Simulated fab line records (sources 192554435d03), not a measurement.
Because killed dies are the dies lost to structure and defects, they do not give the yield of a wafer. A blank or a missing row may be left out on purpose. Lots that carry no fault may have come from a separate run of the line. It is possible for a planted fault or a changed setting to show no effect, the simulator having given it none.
Which tool was responsible? ; flow n5 finfet ; 11 lots with 33 wafers sampled at 4 steps, on a route of 1938 steps

== WHAT EACH GAUGE READ, for each wafer ==
No reading from a measuring or inspecting step in the record can be judged against a usual standard deviation.

== WHAT TOOL EACH LOT RAN ON (gives the tool, then ch and the chambers of the sampled wafers, and finally the start) ==
lot;N5_BEOL_M15_STRIP_64;N5_BEOL_M15_SPUTTER_43;N5_BEOL_M15_SPUTTER_44;N5_BEOL_M15_DEP_53
L345;rie diel-02 ch 0,3, day 12 15:13 or earlier;pvd sputter-02, day 12 15:13;pvd sputter-02, day 12 15:17;pecvd-01 ch 0,1, day 12 16:23
L346;rie diel-04 ch 0,1,3, day 12 16:02 or earlier;pvd sputter-02, day 12 16:02;pvd sputter-02, day 12 16:07;pecvd-01 ch 0,1, day 12 17:29
L348;rie diel-02 ch 0,1,3, day 13 00:11 or earlier;pvd sputter-02, day 13 00:11;pvd sputter-02, day 13 00:16;pecvd-03 ch 0,1,2, day 13 01:22
L350;rie diel-03 ch 2,3, day 13 16:07 or earlier;pvd sputter-03, day 13 16:07;pvd sputter-03, day 13 16:11;pecvd-02 ch 1,2, day 13 17:17
L351;rie diel-02 ch 0,1, day 13 21:16 or earlier;pvd sputter-02, day 13 21:16;pvd sputter-02, day 13 21:20;pecvd-03 ch 0,1, day 13 22:26
L360;rie diel-04 ch 2,3, day 15 16:06 or earlier;pvd sputter-01, day 15 16:06;pvd sputter-01, day 15 16:11;pecvd-03 ch 0,1,2, day 15 18:56
L357;rie diel-02 ch 0,3, day 15 16:43 or earlier;pvd sputter-03, day 15 16:43;pvd sputter-03, day 15 16:47;pecvd-02 ch 0,2, day 15 19:11
L359;rie diel-04 ch 0,1,3, day 15 23:47 or earlier;pvd sputter-01, day 15 23:47;pvd sputter-01, day 15 23:52;pecvd-02 ch 0,1,2, day 16 00:58
L365;rie diel-02 ch 0,1,2, day 17 17:10 or earlier;pvd sputter-03, day 17 17:10;pvd sputter-03, day 17 17:15;pecvd-02 ch 0,1, day 17 18:43
L363;rie diel-03 ch 0,2, day 18 01:14 or earlier;pvd sputter-01, day 18 01:14;pvd sputter-01, day 18 01:19;pecvd-02 ch 0,1,2, day 18 02:45
L366;rie diel-03 ch 0,2, day 18 07:17 or earlier;pvd sputter-02, day 18 07:17;pvd sputter-02, day 18 07:22;pecvd-01 ch 0,1,2, day 18 08:28
- N5_BEOL_M15_STRIP_64: strips in O2.
- N5_BEOL_M15_SPUTTER_43: material TaN, target thk 15 nm, time 24.19 s.
- N5_BEOL_M15_SPUTTER_44: material Ta, target thk 15 nm, time 24.19 s.
- N5_BEOL_M15_DEP_53: deposits SiCN from 3MS/NH3, target thk 50 nm, time 17.8 s.

== WHAT THE TOOLS THEMSELVES READ (means of the sampled wafers that have a number; where no wafer has one, the mark that the record gives instead) ==
N5_BEOL_M15_STRIP_64.
lot;tool;drypump motor current A (A);oes product au (a.u.);rf vpp V (V);showerhead plenum p Torr (Torr);throttle valve pct (%)
L345;rie diel-02;5.6;0.75;3.9;2.11;16.9
L346;rie diel-04;5.9;0.79;3.9;2.13;16.6
L348;rie diel-02;5.7;0.79;3.6;2.12;16.7
L350;rie diel-03;5.4;0.80;4.2;2.18;16.6
L351;rie diel-02;5.3;0.76;4.0;2.08;16.6
L360;rie diel-04;5.7;0.76;3.8;2.17;16.8
L357;rie diel-02;6.1;0.88;3.1;2.15;16.6
L359;rie diel-04;5.9;0.76;3.3;2.12;16.6
L365;rie diel-02;5.7;0.83;3.8;2.08;16.4
L363;rie diel-03;5.3;0.73;3.9;2.09;16.9
L366;rie diel-03;5.3;0.73;3.0;2.09;16.9

N5_BEOL_M15_SPUTTER_43.
lot;tool;bias v (V);cathode dc power W (W);throttle valve pct (%)
L345;pvd sputter-02;168.8;15000;28.8
L346;pvd sputter-02;167.4;14999;30.9
L348;pvd sputter-02;168.2;14999;30.8
L350;pvd sputter-03;168.4;14997;30.4
L351;pvd sputter-02;164.8;15002;30.1
L360;pvd sputter-01;168.1;14999;29.6
L357;pvd sputter-03;170.9;14998;31.2
L359;pvd sputter-01;168.7;14999;29.9
L365;pvd sputter-03;168.4;15000;30.0
L363;pvd sputter-01;171.2;14999;29.3
L366;pvd sputter-02;168.2;14999;30.7

N5_BEOL_M15_SPUTTER_44.
lot;tool;bias v (V);cathode dc power W (W);throttle valve pct (%)
L345;pvd sputter-02;79.7;14999;28.8
L346;pvd sputter-02;80.9;15001;30.8
L348;pvd sputter-02;80.5;15000;31.1
L350;pvd sputter-03;79.1;15002;30.4
L351;pvd sputter-02;80.4;15294;30.1
L360;pvd sputter-01;79.9;15000;29.8
L357;pvd sputter-03;80.2;14997;31.3
L359;pvd sputter-01;80.0;14997;29.9
L365;pvd sputter-03;79.6;15001;29.9
L363;pvd sputter-01;79.7;14999;29.3
L366;pvd sputter-02;79.7;15003;30.7

N5_BEOL_M15_DEP_53.
lot;tool;showerhead plenum p Torr (Torr);throttle valve pct (%)
L345;pecvd-01;4.147;18.5
L346;pecvd-01;4.128;18.1
L348;pecvd-03;4.161;17.9
L350;pecvd-02;4.182;18.1
L351;pecvd-03;4.153;18.7
L360;pecvd-03;4.167;18.1
L357;pecvd-02;4.157;17.7
L359;pecvd-02;4.165;18.2
L365;pecvd-02;4.188;18.2
L363;pecvd-02;4.173;18.0
L366;pecvd-01;4.147;18.1

== THE ANSWER, worked out from the rows above alone ==
Rule: usual is defined by the lots themselves. The widest of any qualifying gaps counts: lots, ordered by their means at a reading, are off when they make up no more than a third of the lots, leave a main group of 4 or more, and stand apart from it by 3 or more times the standard deviation of that group's means. The tables above print the reading to a certain number of digits; a main group whose means all agree to those digits is not used. A lot without any number at a reading at which 4 lots or more have one is off too. Any other lot the step has rows for is counted as sound. Order of review: gauges by route order, followed by the tools' own readings, for which a lot's mean as printed above is used. At the first step where some lot is off, the reading lying furthest off is the one used; lots without a number count as furthest.
Off, at N5_BEOL_M15_SPUTTER_44 on cathode dc power W: L351. Main group: mean 15000 W, sd 1.9.
If a tool, at that step or one of the process steps before it, ran each lot that is off and ran no sound lot following the first of them, it fits. With no start given for some of its lots, N5_BEOL_M15_STRIP_64 uses the hours and lot order of N5_BEOL_M15_SPUTTER_43. Of those tried, none fits.

== WHAT THE SIMULATOR PUT IN ==
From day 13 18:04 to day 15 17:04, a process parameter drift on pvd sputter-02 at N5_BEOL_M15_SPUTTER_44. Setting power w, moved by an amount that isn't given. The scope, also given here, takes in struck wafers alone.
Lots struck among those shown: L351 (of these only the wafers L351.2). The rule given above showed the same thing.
